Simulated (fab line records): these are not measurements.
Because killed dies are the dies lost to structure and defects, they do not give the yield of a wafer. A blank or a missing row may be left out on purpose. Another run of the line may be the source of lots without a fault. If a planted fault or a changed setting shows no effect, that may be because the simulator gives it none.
Matching of chambers    flow nand harc    4 sister chambers for NHARC_A_STAIRCASE_ETCH_444 on rie diel-07
The step etches the open film in C4F8/O2, target depth 20400 nm, time 6800 s. 16 wafers are shown with their chamber, then 8 later ones without.

## WAFERS PAIRED WITH THEIR CHAMBERS
wafer   chamber  rf vpp V (V)  oes product au (a.u.)
L076.1  2        800           0.926
L076.4  1        809           0.930
L076.6  3        811           0.926
L080.4  3        810           0.969
L080.1  2        801           0.966
L080.6  3        810           0.974
L081.1  0        800           0.962
L081.3  1        810           0.967
L081.5  2        801           0.978
L083.2  1        808           0.941
L083.3  3        810           0.930
L083.5  0        799           0.926
L087.2  0        800           0.970
L087.3  1        809           0.987
L087.5  0        800           0.973
L093.1  1        809           0.928

SIGNATURES (averages over the wafers above)
reading         chamber 0  chamber 1  chamber 2  chamber 3  scatter within a chamber
rf vpp V        799.75     809.00     800.67     810.25     0.589
oes product au  0.95775    0.95060    0.95667    0.94975    0.0249
Rule: a wafer lies at a distance from a chamber equal to the root of the sum of squares, over the readings, of (its reading less the chamber's mean, divided by the reading's scatter). The wafer belongs to the nearest chamber; if the next one is less than 2 further off, it can't be placed. How the scatter is found: for the shown wafers, subtract from each reading the mean of its chamber, square and add these, divide the total by (wafers less chambers), then take the root.

## WAFERS WITHOUT THEIR CHAMBER
wafer   rf vpp V (V)  oes product au (a.u.)
L093.5  800           0.920
L093.6  809           0.938
L096.3  801           0.925
L096.1  809           0.931
L096.5  808           0.934
L097.2  799           0.918
L097.4  808           0.926
L097.6  807           0.934

## THE CHAMBER EACH PASSED THROUGH
wafer   from the rows above      in truth
L093.5  can't be placed: 0 or 2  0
L093.6  can't be placed: 1 or 3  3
L096.3  can't be placed: 2 or 0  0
L096.1  can't be placed: 1 or 3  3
L096.5  1                        1
L097.2  can't be placed: 0 or 2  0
L097.4  can't be placed: 1 or 3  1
L097.6  1                        1
Correct placement for 2 of the 8. Not placeable from these rows: 6 (in 6, the candidates include the true chamber). 0 placed wrongly.
